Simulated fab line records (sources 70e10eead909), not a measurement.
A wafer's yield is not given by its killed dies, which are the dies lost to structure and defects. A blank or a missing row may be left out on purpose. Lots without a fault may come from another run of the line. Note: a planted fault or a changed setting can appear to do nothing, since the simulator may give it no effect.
fab line records | flow nand-harc
record lots=7 wafers=21 last-day=34
route steps=1302 shown A_CONTACT@1041 END@1302
lots with no fault: from the same line, run without faults
start-h: the number of hours between the record's first day and the start of the first shown wafer of the lot | wait-h: time in hours since the lot's previous step | " unchanged from the row above | L1.1+2: one row covering several wafers at once | - no value, or no start given | * or withheld: withheld | < > ~ a bound
route shown NAME@n: names a module that has steps shown in the file, with the first one's number in the route | usual: average and standard deviation across the fault-free wafers | same: alike in all rows | chamber/n: place in a boat | sites: each site's reading | _std_site: the values' standard deviation | _edge_site: outer sites' mean less inner sites' | radius-mm: for every site, how far away it sits from the centre of the wafer | mask NAME#n: copy n | behind: the tool/chamber that last shaped the wafer | hold: the reason the lot was held/the length of the hold in hours/how it ended | device: the transistor (n, p or np) that didn't switch | end of line: the same wafers' tests at the end of the route | a step given without rows: its recipe and nothing more | killed: the dies lost at the first sort to structure and to defects; this is not the yield of the wafer | map: the dies of a wafer, with x for killed, . for not killed, _ for no die there
set.NAME: the setting that was run; set.NAME@STEP: the one run at that earlier step | model.NAME: the simulator's own value behind a step, which no gauge read
certain route steps with their lots: each step a table, each wafer a row
services: when a tool's chamber went out of use (start-h, in hours from the record's first day, below 0 if earlier), for how many hours, and the reason
## steps
# step NHARC_A_CONTACT_INSPECT_71
# usual raw-defect-count=86/43
# columns lot.wafer tool chamber start-h wait-h raw-defect-count
L530.1 defect-inspect-02 - 517.69 0.0 90
L530.3 " - " " 66
L530.4 " - " " 68
L533.4 defect-inspect-01 - 522.54 0.0 78
L533.5 " - " " 64
L533.6 " - " " 61
L539.1 defect-inspect-02 - 597.68 0.0 29
L539.3 " - " " 37
L539.4 " - " " 36
L540.1 defect-inspect-02 - 599.71 0.0 89
L540.3 " - " " 79
L540.5 " - " " 91
L541.1 defect-inspect-02 - 601.12 0.0 64
L541.2 " - " " 77
L541.4 " - " " 75
L548.2 defect-inspect-01 - 692.73 0.0 171
L548.4 " - " " 187
L548.6 " - " " 163
L551.1 defect-inspect-01 - 731.96 0.0 32
L551.2 " - " " 42
L551.4 " - " " 49
# step NHARC_A_CONTACT_DESCUM_74
# recipe time-s=3 o2-flow-sccm=200 ar-flow-sccm=0 bias-power-w=0 chemistry=O2
# step NHARC_A_CONTACT_ETCH_75
# recipe target-depth-a=390 over-etch-frac=0.3 time-s=65 ion-energy-ev=80 cf4-flow-sccm=150 ar-flow-sccm=0 rf-w=300 bias-w=100 chemistry=CF4
# step NHARC_A_CONTACT_ETCH_76
# recipe target-depth-a=2600 over-etch-frac=0.3 time-s=475.3 ion-energy-ev=200 n2-flow-sccm=150 h2-flow-sccm=150 ar-flow-sccm=0 rf-w=400 bias-w=150 chemistry=N2/H2
# step NHARC_A_CONTACT_ETCH_77
# recipe target-depth-a=1089 time-s=54.5 cf4-flow-sccm=100 chf3-flow-sccm=30 ar-flow-sccm=0 rf-w=500 bias-w=200 chemistry=CF4/CHF3
# usual bias-w=200.0/0.56 cf4-flow-sccm=100.0/0.32 chf3-flow-sccm=30.00/0.097 drypump-motor-current-A=5.4/0.48 oes-product-au=0.944/0.021 rf-vpp-V=369.9/2.8 showerhead-plenum-p-Torr=1.55/0.082 throttle-valve-pct=16.803/0.0094
# columns lot.wafer tool chamber start-h wait-h bias-w cf4-flow-sccm chf3-flow-sccm drypump-motor-current-A oes-product-au rf-hours-counter-h rf-vpp-V showerhead-plenum-p-Torr throttle-valve-pct
L530.3 rie-diel-09 2 - - 199.2 99.8 30.12 4.7 0.934 2 368.9 1.48 16.811
L530.1 " 3 " " 199.8 99.6 30.19 5.6 0.919 2 375.7 1.70 16.802
L530.4 " 1 " " 199.8 99.7 29.82 6.0 0.933 1 369.2 1.47 16.803
L533.4 rie-diel-09 3 - - 198.8 99.8 29.91 5.6 0.965 3 375.2 1.70 16.788
L533.6 " 3 " " 199.5 99.5 29.88 5.6 0.948 - 376.7 1.70 16.809
L533.5 " 0 " " 199.9 100.0 30.00 5.2 0.972 - 369.3 1.54 16.806
L539.3 rie-diel-09 1 - - 200.7 100.1 30.05 6.0 0.928 17 365.8 1.47 16.799
L539.4 " 2 " " 200.4 99.5 29.91 4.7 0.939 17 368.3 1.48 16.808
L539.1 " 3 " " 201.0 99.7 30.01 5.6 0.921 16 374.9 1.70 16.806
L540.3 rie-diel-04 2 - - 200.6 100.1 29.99 5.2 0.973 18 371.0 1.58 16.793
L540.1 " 0 " " 200.3 100.2 29.88 5.5 0.925 17 369.4 1.53 16.802
L540.5 " 1 " " 200.2 99.7 30.01 5.6 0.948 - 368.9 1.52 16.803
L541.2 rie-diel-09 3 - - 200.9 100.6 30.18 5.6 0.919 17 373.8 1.69 16.802
L541.1 " 0 " " 199.1 100.6 29.91 5.2 0.930 17 369.2 1.53 16.797
L541.4 " 2 " " 199.3 100.1 29.95 4.7 0.939 18 366.5 1.48 16.808
L548.2 rie-diel-05 2 - - 200.5 99.7 29.91 5.7 0.928 36 373.3 1.69 16.801
L548.4 " 0 " " 200.1 100.0 30.06 6.0 0.916 32 366.5 1.47 16.788
L548.6 " 1 " " 200.3 100.0 30.00 5.0 0.915 - 370.3 1.59 16.790
L551.1 rie-diel-04 3 - - 200.4 99.7 30.23 6.5 0.949 4 375.5 1.67 16.808
L551.2 " 2 " " 200.1 100.0 30.07 5.2 0.960 4 369.5 1.58 16.797
L551.4 " 0 " " 199.9 100.3 30.01 5.5 0.955 - 368.8 1.52 16.809
# step NHARC_A_CONTACT_ETCH_78
# recipe target-depth-a=53000 over-etch-frac=0.3 time-s=1378 ion-energy-ev=150 o2-flow-sccm=400 cos-flow-sccm=20 ar-flow-sccm=0 rf-w=500 bias-w=300 chemistry=O2/COS
# usual bias-w=300.0/0.94 chamber-pressure-mTorr=20.004/0.018 drypump-motor-current-A=5.5/0.52 oes-product-au=1.001/0.012 rf-vpp-V=313.4/2.5 showerhead-plenum-p-Torr=3.08/0.16 throttle-valve-pct=28.330/0.0094
# columns lot.wafer tool chamber start-h wait-h bias-w chamber-pressure-mTorr drypump-motor-current-A oes-product-au rf-hours-counter-h rf-vpp-V showerhead-plenum-p-Torr throttle-valve-pct
L530.3 rie-diel-09 1 - - 299.6 19.999 6.0 0.993 1 310.3 2.92 28.336
L530.4 " 2 " " 298.6 19.989 4.7 1.014 2 311.9 2.94 28.340
L530.1 " 3 " " 299.7 20.016 5.5 0.984 2 317.8 3.37 28.324
L533.4 rie-diel-09 3 - - 300.7 20.017 5.6 0.980 4 317.6 3.37 28.323
L533.6 " 1 " " 301.0 20.009 6.0 1.007 - 310.3 2.92 28.336
L533.5 " 2 " " 299.2 20.007 4.7 1.003 - 311.4 2.94 28.328
L539.3 rie-diel-09 2 - - 301.2 19.998 4.7 1.017 17 311.4 2.94 28.316
L539.1 " 0 " " 298.0 20.016 5.2 1.001 17 312.4 3.04 28.333
L539.4 " 1 " " 300.3 19.983 6.0 1.004 17 310.1 2.91 28.326
L540.1 rie-diel-04 1 - - 300.2 19.993 5.6 1.013 16 314.3 3.02 28.332
L540.3 " 2 " " 301.7 20.017 5.2 1.012 19 313.1 3.14 28.330
L540.5 " 1 " " 300.5 19.999 5.6 1.011 - 313.6 3.02 28.342
L541.1 rie-diel-09 0 - - 300.0 20.004 5.2 1.006 17 313.0 3.04 28.320
L541.4 " 2 " " 300.0 20.005 4.7 1.023 18 312.4 2.94 28.320
L541.2 " 3 " " 300.3 20.013 5.5 0.999 17 317.1 3.36 28.345
L548.4 rie-diel-05 2 - - 300.6 20.011 5.7 1.016 36 316.9 3.35 28.338
L548.2 " 0 " " 300.5 19.981 6.0 0.986 32 312.4 2.92 28.308
L548.6 " 2 " " 300.0 20.021 5.7 1.008 - 316.8 3.35 28.332
L551.1 rie-diel-04 3 - - 299.0 19.994 6.6 0.987 4 316.7 3.31 28.323
L551.2 " 0 " " 299.5 19.994 5.5 0.980 4 311.7 3.02 28.336
L551.4 " 0 " " 299.7 20.002 5.5 0.981 - 312.9 3.02 28.343
# step NHARC_A_CONTACT_ETCH_124
# recipe source-w=withheld pressure-mtorr=20 bias-v=withheld time-s=140 target-depth-a=7000 ar-flow-sccm=withheld c4f8-flow-sccm=withheld o2-flow-sccm=withheld chemistry=C4F8/O2/Ar
# step NHARC_A_CONTACT_ETCH_125
# recipe source-w=withheld pressure-mtorr=20 bias-v=3000 time-s=197 target-depth-a=19180 ar-flow-sccm=withheld c4f8-flow-sccm=withheld o2-flow-sccm=withheld chemistry=C4F8/O2/Ar
# step NHARC_A_CONTACT_ETCH_126
# recipe source-w=withheld pressure-mtorr=20 bias-v=3000 time-s=197 target-depth-a=19180 ar-flow-sccm=withheld c4f8-flow-sccm=withheld o2-flow-sccm=withheld chemistry=C4F8/O2/Ar
# step NHARC_A_CONTACT_ETCH_127
# recipe source-w=withheld pressure-mtorr=20 bias-v=3000 time-s=197 target-depth-a=19180 ar-flow-sccm=withheld c4f8-flow-sccm=withheld o2-flow-sccm=withheld chemistry=C4F8/O2/Ar
# usual chamber-pressure-mTorr=20.000/0.019 oes-air-line-au=1.001/0.02
# columns lot.wafer tool chamber start-h wait-h chamber-pressure-mTorr oes-air-line-au rf-hours-counter-h
L530.1 har-cap-etch-02 1 519.89 0.1 19.966 0.982 90
L530.3 " 0 " " 20.005 1.000 -
L530.4 " 1 " " 19.987 0.992 -
L533.4 har-cap-etch-01 0 525.43 0.1 19.990 1.006 -
L533.6 " 1 " " 20.035 0.979 -
L533.5 " 0 " " 19.988 1.018 -
L539.1 har-cap-etch-02 0 599.83 0.1 19.999 1.031 103
L539.3 " 0 " " 20.008 1.016 -
L539.4 " 1 " " 20.002 0.991 -
L540.1 har-cap-etch-03 1 602.02 0.1 20.026 1.009 61
L540.3 " 0 " " 20.004 0.975 -
L540.5 " 0 " " 20.018 0.986 -
L541.1 har-cap-etch-01 0 603.47 0.2 19.978 1.015 17
L541.2 " 1 " " 20.002 0.981 17
L541.4 " 1 " " 20.006 0.985 -
L548.2 har-cap-etch-02 0 695.08 0.2 20.025 0.981 120
L548.4 " 0 " " 19.988 0.994 -
L548.6 " 1 " " 20.013 1.026 -
L551.1 har-cap-etch-01 1 734.51 0.1 19.987 0.983 39
L551.2 " 0 " " 19.986 1.026 39
L551.4 " 1 " " 19.962 1.017 -
# step NHARC_A_CONTACT_ETCH_128
# recipe source-w=withheld pressure-mtorr=20 bias-v=3000 time-s=197 target-depth-a=19180 ar-flow-sccm=withheld c4f8-flow-sccm=withheld o2-flow-sccm=withheld chemistry=C4F8/O2/Ar
# usual chamber-pressure-mTorr=19.998/0.018 oes-air-line-au=0.996/0.019
# columns lot.wafer tool chamber start-h wait-h chamber-pressure-mTorr oes-air-line-au rf-hours-counter-h
L530.1 har-cap-etch-02 1 520.07 0.1 19.977 0.992 90
L530.3 " 0 " " 20.012 1.007 -
L530.4 " 1 " " 19.992 0.962 -
L533.4 har-cap-etch-01 0 525.61 0.1 19.959 0.985 -
L533.6 " 1 " " 20.020 0.986 -
L533.5 " 0 " " 19.984 0.992 -
L539.1 har-cap-etch-02 0 600.00 0.1 20.018 1.018 104
L539.3 " 0 " " 19.982 1.004 -
L539.4 " 1 " " 20.039 1.012 -
L540.1 har-cap-etch-03 1 602.20 0.1 20.018 0.989 61
L540.3 " 0 " " 20.005 1.001 -
L540.5 " 0 " " 19.987 1.006 -
L541.1 har-cap-etch-01 0 603.70 0.2 19.994 1.002 17
L541.2 " 1 " " 20.006 1.001 17
L541.4 " 1 " " 20.042 0.974 -
L548.2 har-cap-etch-02 0 695.32 0.2 20.004 1.008 120
L548.4 " 0 " " 20.014 1.006 -
L548.6 " 1 " " 19.994 0.982 -
L551.1 har-cap-etch-01 1 734.68 0.1 20.026 0.977 39
L551.2 " 0 " " 20.012 1.004 39
L551.4 " 1 " " 19.997 0.985 -
# step NHARC_A_CONTACT_ETCH_129
# recipe source-w=withheld pressure-mtorr=20 bias-v=3000 time-s=197 target-depth-a=19180 ar-flow-sccm=withheld c4f8-flow-sccm=withheld o2-flow-sccm=withheld chemistry=C4F8/O2/Ar
# usual chamber-pressure-mTorr=19.999/0.019 oes-air-line-au=0.998/0.02
# columns lot.wafer tool chamber start-h wait-h chamber-pressure-mTorr oes-air-line-au rf-hours-counter-h
L530.1 har-cap-etch-02 1 520.24 0.1 19.978 0.983 90
L530.3 " 0 " " 20.004 0.985 -
L530.4 " 1 " " 19.996 1.000 -
L533.4 har-cap-etch-01 0 525.78 0.1 20.026 0.987 -
L533.6 " 1 " " 20.036 1.006 -
L533.5 " 0 " " 20.028 1.015 -
L539.1 har-cap-etch-02 0 600.18 0.1 19.993 1.001 104
L539.3 " 0 " " 19.977 1.033 -
L539.4 " 1 " " 20.001 0.995 -
L540.1 har-cap-etch-03 1 602.38 0.1 20.003 1.027 61
L540.3 " 0 " " 20.001 1.009 -
L540.5 " 0 " " 20.017 1.033 -
L541.1 har-cap-etch-01 0 603.94 0.2 19.993 1.040 17
L541.2 " 1 " " 20.023 1.005 17
L541.4 " 1 " " 19.997 1.013 -
L548.2 har-cap-etch-02 0 695.55 0.2 19.998 0.950 120
L548.4 " 0 " " 20.003 0.998 -
L548.6 " 1 " " 20.009 0.993 -
L551.1 har-cap-etch-01 1 734.86 0.1 20.000 1.026 39
L551.2 " 0 " " 20.021 1.010 39
L551.4 " 1 " " 19.996 0.983 -
# step NHARC_A_CONTACT_ETCH_130
# recipe source-w=withheld pressure-mtorr=20 bias-v=3000 time-s=197 target-depth-a=19180 ar-flow-sccm=withheld c4f8-flow-sccm=withheld o2-flow-sccm=withheld chemistry=C4F8/O2/Ar
# usual chamber-pressure-mTorr=19.998/0.019 oes-air-line-au=0.998/0.02
# columns lot.wafer tool chamber start-h wait-h chamber-pressure-mTorr oes-air-line-au rf-hours-counter-h
L530.1 har-cap-etch-02 1 520.42 0.1 19.985 0.990 90
L530.3 " 0 " " 20.009 0.977 -
L530.4 " 1 " " 19.991 0.980 -
L533.4 har-cap-etch-01 0 525.96 0.1 20.002 0.973 -
L533.6 " 1 " " 20.007 0.986 -
L533.5 " 0 " " 20.011 0.977 -
L539.1 har-cap-etch-02 0 600.36 0.1 - - -
L539.3 " 0 " " - - -
L539.4 " 1 " " - - -
L540.1 har-cap-etch-03 1 602.56 0.1 - - -
L540.3 " 0 " " - - -
L540.5 " 0 " " - - -
L541.1 har-cap-etch-01 0 604.17 0.2 - - -
L541.2 " 1 " " - - -
L541.4 " 1 " " - - -
L548.2 har-cap-etch-02 0 695.79 0.2 19.989 0.996 121
L548.4 " 0 " " 19.973 1.030 -
L548.6 " 1 " " 19.976 1.009 -
L551.1 har-cap-etch-01 1 735.03 0.1 20.007 0.998 40
L551.2 " 0 " " 19.987 0.996 40
L551.4 " 1 " " 20.038 0.985 -
# step NHARC_A_CONTACT_ETCH_131
# recipe source-w=withheld pressure-mtorr=20 bias-v=3000 time-s=197 target-depth-a=19180 ar-flow-sccm=withheld c4f8-flow-sccm=withheld o2-flow-sccm=withheld chemistry=C4F8/O2/Ar
# step NHARC_END_SORT_01
# recipe temp-c=25
# usual killed-at-array=62/22 killed-at-other=1.0/1.4 killed-at-periphery=4.2/2.8 killed-dies=67/23 killed-open=3.1/1.7 killed-short=2.1/1.5
# same gross-dies=677
# columns lot.wafer tool chamber start-h wait-h killed-at-array killed-at-other killed-at-periphery killed-dies killed-open killed-short
L530.1 prober-02 0 580.10 2.5 51 1 9 61 0 3
L530.3 prober-02 0 581.68 3.1 55 0 5 60 4 1
L530.4 prober-02 0 582.47 3.4 44 0 5 49 4 0
L539.1 prober-01 0 653.88 2.5 671 3 3 677 3 1
L539.3 prober-01 0 655.49 3.1 672 3 2 677 6 4
L539.4 prober-01 0 656.30 3.4 673 2 2 677 1 1
L540.1 prober-02 0 661.64 2.5 674 0 3 677 1 1
L540.3 prober-02 0 663.25 3.1 675 0 2 677 2 3
L540.5 prober-02 0 664.85 3.7 673 2 2 677 4 2
L541.1 prober-01 0 661.74 2.5 671 1 5 677 3 0
L541.2 prober-01 0 662.55 2.8 673 0 4 677 5 0
L541.4 prober-01 0 664.16 3.4 673 2 2 677 2 3
# killed by level:class
L530.1 A_CHANNEL_HOLE_D2:chamber-film-flake=30 A_CONTACT:chamber-film-flake=8 P_M1:chamber-film-flake=5 A_STAIRCASE:chamber-film-flake=5 A_CHANNEL_HOLE_D1:chamber-film-flake=4 P_GATE:chamber-film-flake=3 A_ONON_D1:geometric-particle:short=1 A_CHANNEL_FILL_D2:geometric-particle:short=1
L530.3 A_CHANNEL_HOLE_D2:chamber-film-flake=32 A_CONTACT:chamber-film-flake=11 P_M1:chamber-film-flake=3 A_CHANNEL_HOLE_D1:chamber-film-flake=2 A_DECK1_JOINT:chamber-film-flake=2 A_CHANNEL_FILL_D1:geometric-particle:open=1 A_CHANNEL_FILL_D2:geometric-particle:open=1 A_CHANNEL_FILL_D2:geometric-particle:short=1
L530.4 A_CHANNEL_HOLE_D2:chamber-film-flake=34 P_GATE:chamber-film-flake=2 A_CHANNEL_FILL_D2:chamber-film-flake=2 A_CONTACT:chamber-film-flake=2 P_M0:geometric-particle:open=1 A_CHANNEL_HOLE_D2:geometric-particle:open=1 A_M0:geometric-particle:open=1 A_BONDPAD:geometric-particle:open=1
L539.1 A_CONTACT:area-etch=644 A_CHANNEL_HOLE_D2:chamber-film-flake=16 A_CHANNEL_HOLE_D1:chamber-film-flake=4 THIN_TSV:chamber-film-flake=3 P_ZERO_WELL:chamber-film-flake=2 A_SGD_CUT:chamber-film-flake=2 P_CONTACT:geometric-particle:open=1 A_ONON_D2:geometric-particle:open=1
L539.3 A_CONTACT:area-etch=630 A_CHANNEL_HOLE_D1:chamber-film-flake=10 A_CHANNEL_HOLE_D2:chamber-film-flake=10 A_SGD_CUT:chamber-film-flake=6 A_SLIT:chamber-film-flake=3 THIN_TSV:chamber-film-flake=3 A_ONON_D1:geometric-particle:short=2 A_CHANNEL_FILL_D1:geometric-particle:open=2
L539.4 A_CONTACT:area-etch=638 A_CHANNEL_HOLE_D2:chamber-film-flake=14 A_SGD_CUT:chamber-film-flake=8 A_CHANNEL_HOLE_D1:chamber-film-flake=5 A_SLIT:chamber-film-flake=4 THIN_TSV:chamber-film-flake=2 A_CHANNEL_FILL_D1:geometric-particle:open=1 A_WL_FILL:geometric-particle:short=1
L540.1 A_CONTACT:area-etch=612 A_CHANNEL_HOLE_D1:chamber-film-flake=30 A_CHANNEL_HOLE_D2:chamber-film-flake=21 A_CONTACT:chamber-film-flake=6 A_DECK1_JOINT:chamber-film-flake=2 P_CONTACT:geometric-particle:open=1 A_WL_FILL:geometric-particle:short=1 P_STI:chamber-film-flake=1
L541.1 A_CONTACT:area-etch=619 A_SLIT:chamber-film-flake=39 A_CHANNEL_HOLE_D1:chamber-film-flake=4 A_CONTACT:chamber-film-flake=3 P_ZERO_WELL:chamber-film-flake=2 A_CHANNEL_FILL_D1:chamber-film-flake=2 P_M0:geometric-particle:open=1 P_M1:geometric-particle:open=1
L541.2 A_CONTACT:area-etch=626 A_SLIT:chamber-film-flake=30 A_CHANNEL_HOLE_D1:chamber-film-flake=6 A_CONTACT:chamber-film-flake=5 A_CHANNEL_FILL_D1:chamber-film-flake=2 P_STI:geometric-particle:open=1 P_GATE:geometric-particle:open=1 P_M0:geometric-particle:open=1
L540.3 A_CONTACT:area-etch=620 A_CHANNEL_HOLE_D1:chamber-film-flake=24 A_CHANNEL_HOLE_D2:chamber-film-flake=18 A_CONTACT:chamber-film-flake=4 A_DECK1_JOINT:chamber-film-flake=2 A_WL_FILL:chamber-film-flake=2 A_DECK1_JOINT:geometric-particle:short=1 A_ONON_D2:geometric-particle:short=1
L541.4 A_CONTACT:area-etch=616 A_SLIT:chamber-film-flake=34 A_CHANNEL_HOLE_D1:chamber-film-flake=9 A_CONTACT:chamber-film-flake=3 A_ZERO_WELL:chamber-film-flake=2 A_SGD_CUT:chamber-film-flake=2 A_WL_FILL:chamber-film-flake=2 THIN_TSV:chamber-film-flake=2
L540.5 A_CONTACT:area-etch=612 A_CHANNEL_HOLE_D1:chamber-film-flake=30 A_CHANNEL_HOLE_D2:chamber-film-flake=13 A_STAIRCASE:chamber-film-flake=4 A_CONTACT:chamber-film-flake=4 A_M1:chamber-film-flake=2 THIN_TSV:chamber-film-flake=2 P_M1:geometric-particle:open=1
# map L539.1 (x killed, . not)
____________x____________
_________xxxxxxx_________
_______xxxxxxxxxxx_______
______xxxxxxxxxxxxx______
_____xxxxxxxxxxxxxxx_____
____xxxxxxxxxxxxxxxxx____
____xxxxxxxxxxxxxxxxx____
___xxxxxxxxxxxxxxxxxxx___
___xxxxxxxxxxxxxxxxxxx___
__xxxxxxxxxxxxxxxxxxxxx__
__xxxxxxxxxxxxxxxxxxxxx__
_xxxxxxxxxxxxxxxxxxxxxxx_
_xxxxxxxxxxxxxxxxxxxxxxx_
_xxxxxxxxxxxxxxxxxxxxxxx_
_xxxxxxxxxxxxxxxxxxxxxxx_
_xxxxxxxxxxxxxxxxxxxxxxx_
xxxxxxxxxxxxxxxxxxxxxxxxx
xxxxxxxxxxxxxxxxxxxxxxxxx
xxxxxxxxxxxxxxxxxxxxxxxxx
xxxxxxxxxxxxxxxxxxxxxxxxx
xxxxxxxxxxxxxxxxxxxxxxxxx
_xxxxxxxxxxxxxxxxxxxxxxx_
_xxxxxxxxxxxxxxxxxxxxxxx_
_xxxxxxxxxxxxxxxxxxxxxxx_
_xxxxxxxxxxxxxxxxxxxxxxx_
_xxxxxxxxxxxxxxxxxxxxxxx_
__xxxxxxxxxxxxxxxxxxxxx__
__xxxxxxxxxxxxxxxxxxxxx__
___xxxxxxxxxxxxxxxxxxx___
___xxxxxxxxxxxxxxxxxxx___
____xxxxxxxxxxxxxxxxx____
____xxxxxxxxxxxxxxxxx____
_____xxxxxxxxxxxxxxx_____
______xxxxxxxxxxxxx______
_______xxxxxxxxxxx_______
_________xxxxxxx_________
____________x____________
# map L540.1 (x killed, . not)
____________x____________
_________xxxxxxx_________
_______xxxxxxxxxxx_______
______xxxxxxxxxxxxx______
_____xxxxxxxxxxxxxxx_____
____xxxxxxxxxxxxxxxxx____
____xxxxxxxxxxxxxxxxx____
___xxxxxxxxxxxxxxxxxxx___
___xxxxxxxxxxxxxxxxxxx___
__xxxxxxxxxxxxxxxxxxxxx__
__xxxxxxxxxxxxxxxxxxxxx__
_xxxxxxxxxxxxxxxxxxxxxxx_
_xxxxxxxxxxxxxxxxxxxxxxx_
_xxxxxxxxxxxxxxxxxxxxxxx_
_xxxxxxxxxxxxxxxxxxxxxxx_
_xxxxxxxxxxxxxxxxxxxxxxx_
xxxxxxxxxxxxxxxxxxxxxxxxx
xxxxxxxxxxxxxxxxxxxxxxxxx
xxxxxxxxxxxxxxxxxxxxxxxxx
xxxxxxxxxxxxxxxxxxxxxxxxx
xxxxxxxxxxxxxxxxxxxxxxxxx
_xxxxxxxxxxxxxxxxxxxxxxx_
_xxxxxxxxxxxxxxxxxxxxxxx_
_xxxxxxxxxxxxxxxxxxxxxxx_
_xxxxxxxxxxxxxxxxxxxxxxx_
_xxxxxxxxxxxxxxxxxxxxxxx_
__xxxxxxxxxxxxxxxxxxxxx__
__xxxxxxxxxxxxxxxxxxxxx__
___xxxxxxxxxxxxxxxxxxx___
___xxxxxxxxxxxxxxxxxxx___
____xxxxxxxxxxxxxxxxx____
____xxxxxxxxxxxxxxxxx____
_____xxxxxxxxxxxxxxx_____
______xxxxxxxxxxxxx______
_______xxxxxxxxxxx_______
_________xxxxxxx_________
____________x____________
## services
# columns tool chamber start-h hours kind
har-cap-etch-01 - 497.00 17.0 pm
har-cap-etch-01 0 497.00 17.0 vent-cycle
har-cap-etch-01 1 497.00 17.0 vent-cycle
rie-diel-09 - 497.10 9.0 pm
rie-diel-09 0 497.10 9.0 vent-cycle
rie-diel-09 1 497.10 9.0 vent-cycle
rie-diel-09 2 497.10 9.0 vent-cycle
rie-diel-09 3 497.10 9.0 vent-cycle
rie-diel-09 0 506.10 - clean
rie-diel-09 1 506.10 - clean
har-cap-etch-01 0 514.00 - clean
har-cap-etch-01 1 514.00 - clean
rie-diel-04 - 533.38 9.0 pm
rie-diel-05 0 541.14 4.4 repair
rie-diel-05 0 571.25 7.7 repair
rie-diel-05 - 584.74 9.0 pm
rie-diel-04 2 591.69 4.0 repair
rie-diel-04 2 620.67 3.5 repair
rie-diel-05 3 621.63 9.3 repair
rie-diel-04 1 656.79 14.2 repair
rie-diel-09 - 674.10 9.0 pm
rie-diel-04 - 710.38 9.0 pm
rie-diel-09 1 713.42 9.6 repair
rie-diel-04 1 727.41 11.2 repair
## key
first-sign step=NHARC_A_CONTACT_ETCH_130 reading=tool-record direction=missing
effect step=NHARC_END_SORT_01 reading=killed-at-array direction=up sigmas=27 usual=62 struck=673
more-kills-born-at NHARC_A_CONTACT_ETCH_130@har-cap-etch-02=1912 NHARC_A_CONTACT_ETCH_130@har-cap-etch-01=1861 NHARC_A_CONTACT_ETCH_130@har-cap-etch-03=1844
met-at NHARC_A_CONTACT_ETCH_130
struck-wafers L539.1,L539.3,L539.4,L540.1,L540.3,L540.5,L541.1,L541.2,L541.4
later-rows-left-out L539.1,L539.3,L539.4,L540.1,L540.3,L540.5,L541.1,L541.2,L541.4
tester-left-out L539,L540,L541
onset-between 525.96 600.36
fault kind=skipped-step-whole tool=har-cap-etch-01,har-cap-etch-02,har-cap-etch-03 chamber=- onset-h=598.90 steps=NHARC_A_CONTACT_ETCH_130 scope=struck-lots-only
# tester-left-out: of these lots the tester's yield and bins aren't shown, on N5 and GAA mostly nor the transistor test; their killed dies are dies lost to structure and defects alone, not to doping, threshold or leakage, so they don't give the yield
# later-rows-left-out: the simulator's readings of these wafers behind a module that went badly wrong aren't trusted and aren't shown, but for the sort
